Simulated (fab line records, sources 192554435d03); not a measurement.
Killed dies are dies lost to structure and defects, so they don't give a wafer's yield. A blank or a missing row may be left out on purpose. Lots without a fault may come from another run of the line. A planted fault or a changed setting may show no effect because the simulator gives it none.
fab line records | flow n5_finfet
record lots=11 wafers=32 last_day=16
route steps=1938 shown BEOL_M10@1520 BEOL_M11@1553
lots that met no fault: from a run of the same line without faults
start_h: hours from the record's first day to the start of the lot's first wafer shown | wait_h: hours since the lot's step before | " the same as in the row above | L1.1+2: a row that stands for several wafers | - no value, or no start given | * or withheld: withheld | < > ~ a bound
route shown NAME@n: a module of which the file shows steps, and the number in the route of the first | usual: mean/standard deviation of fault-free wafers | same: alike in all rows | chamber/n: place in a boat | sites: the reading at each site | _std_site: their standard deviation | _edge_site: outer sites' mean less inner sites' | radius_mm: how far each site lies from the wafer's centre | mask NAME#n: copy n | behind: the tool/chamber that last shaped the wafer | hold: why the lot was held/for how many hours/how that ended | device: the transistor (n, p or np) that didn't switch | end of line: the same wafers' tests at the end of the route | a step without rows: its recipe alone | killed: dies lost to structure and defects at the first sort, not the wafer's yield | map: a wafer's dies, x killed, . not, _ none there
set.NAME: the setting as run; set.NAME@STEP: as run at that earlier step | model.NAME: the simulator's own value behind a step, which no gauge read
steps of the route over a sample of lots; a table a step, a row a wafer
services: from which hour (start_h, from the record's first day; less than 0 if before it) a tool's chamber was out of use, for how many hours, and why
## steps
# step N5_BEOL_M10_CD_MEAS_35
# recipe target_cd_nm=70 polarity=opening
# usual cd_nm=69.9/0.6
# columns lot.wafer tool chamber start_h wait_h cd_nm
L491.1 cd_sem-03 - 220.50 0.0 68.9
L491.3 " - " " 69.2
L491.6 " - " " 69.9
L492.1 cd_sem-02 - 232.10 0.0 69.8
L492.3 " - " " 69.8
L492.5 " - " " 69.4
L496.1 cd_sem-02 - 249.22 0.0 69.9
L496.4 " - " " 69.9
L496.6 " - " " 69.8
L497.3 cd_sem-02 - 252.12 0.0 69.2
L497.4 " - " " 69.2
L497.5 " - " " 69.4
L498.2 cd_sem-03 - 271.59 0.0 68.8
L498.3 " - " " 70.6
L498.6 " - " " 70.2
L500.4 cd_sem-02 - 279.03 0.0 70.3
L500.5 " - " " 69.6
L500.6 " - " " 69.5
L501.2 cd_sem-02 - 279.53 0.0 70.3
L501.4 " - " " 70.1
L501.5 " - " " 70.3
L503.1 cd_sem-02 - 282.38 0.0 70.1
L503.2 " - " " 69.5
L503.3 " - " " 69.8
L502.1 cd_sem-03 - 286.59 0.0 70.6
L502.2 " - " " 69.8
L502.6 " - " " 70.5
L505.1 cd_sem-01 - 308.54 0.0 70.4
L505.3 " - " " 70.7
L505.6 " - " " 70.4
L507.1 cd_sem-03 - 330.49 0.0 69.0
L507.6 " - " " 69.7
# step N5_BEOL_M10_PRE_CLEAN_45
# recipe gas=H2/He time_s=30 temp_c=250
# usual heater_power_w=349/29 susceptor_temp_C=250.02/0.18
# same time_s=30
# columns lot.wafer tool chamber start_h wait_h heater_power_w susceptor_temp_C
L491.1 pvd_sputter-03 - 221.30 0.0 328 250.13
L491.3 " - " " 348 249.88
L491.6 " - " " 329 250.07
L492.1 pvd_sputter-03 - 232.69 0.0 348 250.08
L492.3 " - " " 382 250.02
L492.5 " - " " 325 249.89
L496.1 pvd_sputter-03 - 249.77 0.0 370 249.99
L496.4 " - " " 323 250.08
L496.6 " - " " 334 249.88
L497.3 pvd_sputter-03 - 252.75 0.0 324 250.03
L497.4 " - " " 379 250.33
L497.5 " - " " 331 250.23
L498.2 pvd_sputter-02 - 272.11 0.0 313 249.79
L498.3 " - " " 360 249.94
L498.6 " - " " 369 249.75
L500.4 pvd_sputter-03 - 279.76 0.0 353 250.30
L500.5 " - " " 350 250.15
L500.6 " - " " 326 250.07
L501.2 pvd_sputter-02 - 282.02 0.0 318 250.18
L501.4 " - " " 348 249.81
L501.5 " - " " 318 250.44
L503.1 pvd_sputter-02 - 283.15 0.0 363 249.98
L503.2 " - " " 319 250.12
L503.3 " - " " 435 250.22
L502.1 pvd_sputter-02 - 287.17 0.0 433 249.73
L502.2 " - " " 318 250.33
L502.6 " - " " 339 250.30
L505.1 pvd_sputter-02 - 309.10 0.0 324 249.99
L505.3 " - " " 358 250.19
L505.6 " - " " 321 249.95
L507.1 pvd_sputter-01 - 331.06 0.0 347 249.94
L507.6 " - " " 345 250.03
# step N5_BEOL_M11_ETCH_61
# recipe chemistry=CF4 target=SiARC target_depth_a=390 mask_material=CAR-ArF time_s=65 ion_energy_ev=80 pressure_mtorr=40 source_w=545 bias_w=36 Ar_flow_sccm=100 cf4_flow_sccm=100 ends=cleared
# usual drypump_motor_current_A=5.8/0.48 etch_rf_on_time_s=65.0/1.1 oes_product_au=0.69/0.07 rf_vpp_V=183.7/1.3 showerhead_plenum_p_Torr=2.12/0.065 throttle_valve_pct=15.48/0.17
# columns lot.wafer tool chamber start_h wait_h drypump_motor_current_A etch_rf_on_time_s oes_product_au rf_hours_counter_h rf_vpp_V showerhead_plenum_p_Torr throttle_valve_pct
L491.1 rie_diel-06 0 225.87 0.0 5.8 63.0 0.79 29 184.3 2.09 15.31
L491.3 " 1 " " 6.6 65.4 0.73 61 184.3 2.25 15.56
L491.6 " 2 " " 5.6 65.8 0.59 - 184.0 2.11 15.49
L492.1 rie_diel-06 0 239.64 0.0 5.8 63.6 0.79 34 181.8 2.09 15.30
L492.3 " 2 " " 5.6 66.3 0.59 238 183.7 2.11 15.48
L492.5 " 2 " " 5.6 66.7 0.58 - 183.9 2.11 15.48
L496.1 rie_diel-02 1 254.91 0.0 6.0 64.9 0.78 23 183.4 2.10 15.43
L496.4 " 0 " " 5.9 65.5 0.59 240 184.5 2.11 15.76
L496.6 " 0 " " 5.9 65.2 0.59 - 183.2 2.11 15.77
L497.3 rie_diel-06 0 257.51 0.0 5.8 64.6 0.77 40 184.1 2.09 15.32
L497.4 " 1 " " 6.6 66.6 0.72 71 185.7 2.25 15.57
L497.5 " 2 " " 5.7 67.4 0.58 - 183.3 2.10 15.49
L498.2 rie_diel-01 3 276.98 0.0 4.6 64.9 0.67 122 184.0 2.06 15.41
L498.3 " 0 " " 5.7 66.1 0.61 180 183.7 2.22 15.84
L498.6 " 2 " " 4.9 64.2 0.67 - 185.0 2.08 15.41
L500.4 rie_diel-02 2 286.32 0.0 6.0 64.3 0.76 - 183.9 2.09 15.56
L500.5 " 1 " " 6.0 64.2 0.77 - 183.9 2.09 15.46
L500.6 " 3 " " 5.6 66.4 0.57 - 185.3 2.19 15.72
L501.2 rie_diel-02 2 287.21 0.0 6.0 64.4 0.75 45 183.4 2.09 15.53
L501.4 " 1 " " 6.0 64.1 0.77 - 182.3 2.09 15.45
L501.5 " 2 " " 6.0 64.1 0.75 - 183.7 2.09 15.55
L503.1 rie_diel-01 3 290.61 0.0 4.7 65.8 0.66 127 183.6 2.06 15.44
L503.2 " 2 " " 4.9 64.7 0.67 110 181.9 2.07 15.42
L503.3 " 1 " " 5.8 65.4 0.62 186 184.7 2.04 15.40
L502.1 rie_diel-06 0 290.94 0.0 5.8 63.5 0.77 46 182.9 2.09 15.32
L502.2 " 3 " " 5.9 63.2 0.70 85 183.0 2.08 15.37
L502.6 " 0 " " 5.8 63.2 0.77 - 183.3 2.09 15.34
L505.1 rie_diel-06 3 314.66 0.0 5.9 64.7 0.68 93 184.0 2.07 15.40
L505.3 " 1 " " 6.6 66.0 0.71 84 185.2 2.24 15.59
L505.6 " 0 " " 5.8 64.0 0.75 - 184.0 2.09 15.34
L507.1 rie_diel-06 3 335.11 0.0 5.9 40.4 0.91 100 184.4 2.07 15.39
L507.6 " 3 " " 5.9 40.0 0.91 - 184.2 2.07 15.42
# step N5_BEOL_M11_STRIP_67
# recipe chemistry=CF4 resist=SiARC power_w=300 bias_power_w=75 pressure_mtorr=50 cf4_flow_sccm=150 rf_frequency_hz=6e+07
# usual drypump_motor_current_A=5.8/0.48 oes_product_au=0.81/0.077 rf_vpp_V=270.6/1.4 showerhead_plenum_p_Torr=1.77/0.053 throttle_valve_pct=13.45/0.18
# columns lot.wafer tool chamber start_h wait_h drypump_motor_current_A oes_product_au rf_hours_counter_h rf_vpp_V showerhead_plenum_p_Torr throttle_valve_pct
L491.1 rie_diel-06 0 226.07 0.0 5.8 0.91 29 270.5 1.75 13.25
L491.3 " 1 " " 6.6 0.86 61 272.9 1.88 13.47
L491.6 " 2 " " 5.7 0.69 - 271.4 1.76 13.50
L492.1 rie_diel-06 0 239.83 0.0 5.8 0.90 34 269.9 1.75 13.28
L492.3 " 2 " " 5.6 0.69 238 270.6 1.76 13.51
L492.5 " 2 " " 5.7 0.69 - 269.7 1.76 13.50
L496.1 rie_diel-02 1 255.10 0.0 6.1 0.92 23 269.8 1.75 13.33
L496.4 " 0 " " 5.9 0.70 240 269.9 1.76 13.75
L496.6 " 0 " " 5.9 0.70 - 270.9 1.76 13.76
L497.3 rie_diel-06 0 257.71 0.0 5.8 0.89 40 269.2 1.75 13.28
L497.4 " 1 " " 6.6 0.85 71 273.4 1.88 13.50
L497.5 " 2 " " 5.6 0.68 - 270.3 1.76 13.55
L498.2 rie_diel-01 3 277.17 0.0 4.7 0.79 122 269.2 1.73 13.43
L498.3 " 0 " " 5.8 0.72 180 271.9 1.86 13.79
L498.6 " 2 " " 4.9 0.78 - 270.7 1.74 13.40
L500.4 rie_diel-02 2 286.50 0.0 6.0 0.89 - 270.5 1.76 13.52
L500.5 " 1 " " 6.0 0.89 - 268.8 1.75 13.36
L500.6 " 3 " " 5.6 0.68 - 271.7 1.83 13.75
L501.2 rie_diel-02 2 287.41 0.0 6.0 0.88 46 269.9 1.76 13.51
L501.4 " 1 " " 6.0 0.89 - 269.1 1.74 13.38
L501.5 " 2 " " 6.0 0.88 - 269.3 1.76 13.52
L503.1 rie_diel-01 3 290.81 0.0 4.7 0.79 127 270.6 1.73 13.46
L503.2 " 2 " " 4.9 0.77 110 269.6 1.74 13.41
L503.3 " 1 " " 5.8 0.72 186 269.7 1.72 13.45
L502.1 rie_diel-06 0 291.14 0.0 5.8 0.89 46 271.4 1.75 13.30
L502.2 " 3 " " 5.9 0.81 85 270.9 1.74 13.35
L502.6 " 0 " " 5.8 0.88 - 269.2 1.75 13.29
L505.1 rie_diel-06 3 314.86 0.0 5.9 0.80 93 271.9 1.74 13.34
L505.3 " 1 " " 6.6 0.84 84 274.0 1.87 13.51
L505.6 " 0 " " 5.8 0.87 - 269.5 1.75 13.30
L507.1 rie_diel-06 3 335.31 0.0 5.9 0.80 100 270.2 1.73 13.35
L507.6 " 0 " " 5.8 0.86 - 270.3 1.75 13.31
## services
# columns tool chamber start_h hours kind
rie_diel-02 - 215.56 14.6 pm
rie_diel-01 - 231.04 0.4 repair
rie_diel-06 - 276.05 14.6 pm
rie_diel-02 - 279.98 0.2 repair
rie_diel-02 0 283.46 - clean
rie_diel-02 0 283.46 - consumable_replace:focus_ring
rie_diel-02 0 283.46 27.3 scheduled_down
rie_diel-02 0 283.46 27.3 vent_cycle
rie_diel-06 2 307.59 1.2 repair
rie_diel-06 2 308.94 - clean
rie_diel-06 2 308.94 - consumable_replace:focus_ring
rie_diel-06 2 308.94 16.3 scheduled_down
rie_diel-06 2 308.94 16.3 vent_cycle
rie_diel-02 0 316.35 5.3 repair
pvd_sputter-02 - 317.00 6.5 repair
rie_diel-02 3 326.91 - clean
rie_diel-02 3 326.91 - consumable_replace:focus_ring
rie_diel-02 3 326.91 21.4 scheduled_down
rie_diel-02 3 326.91 21.4 vent_cycle
## key
first_sign step=N5_BEOL_M11_ETCH_61 reading=etch_rf_on_time_s direction=down sigmas=23 usual=* struck=*
effect step=N5_BEOL_M11_ETCH_61 reading=oes_product_au direction=up sigmas=3.2 usual=0.69 struck=0.91
met_at N5_BEOL_M11_ETCH_61
struck_lots L507
struck_wafers L507.1,L507.6
not_acting_at N5_BEOL_M10_CD_MEAS_35,N5_BEOL_M10_PRE_CLEAN_45,N5_BEOL_M11_STRIP_67
onset_between 314.66 335.11
fault kind=process_parameter_drift tool=rie_diel-06 chamber=- onset_h=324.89 steps=N5_BEOL_M11_ETCH_61 channel=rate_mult offset=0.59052 shape=step end_h=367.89 scope=struck_wafers_only
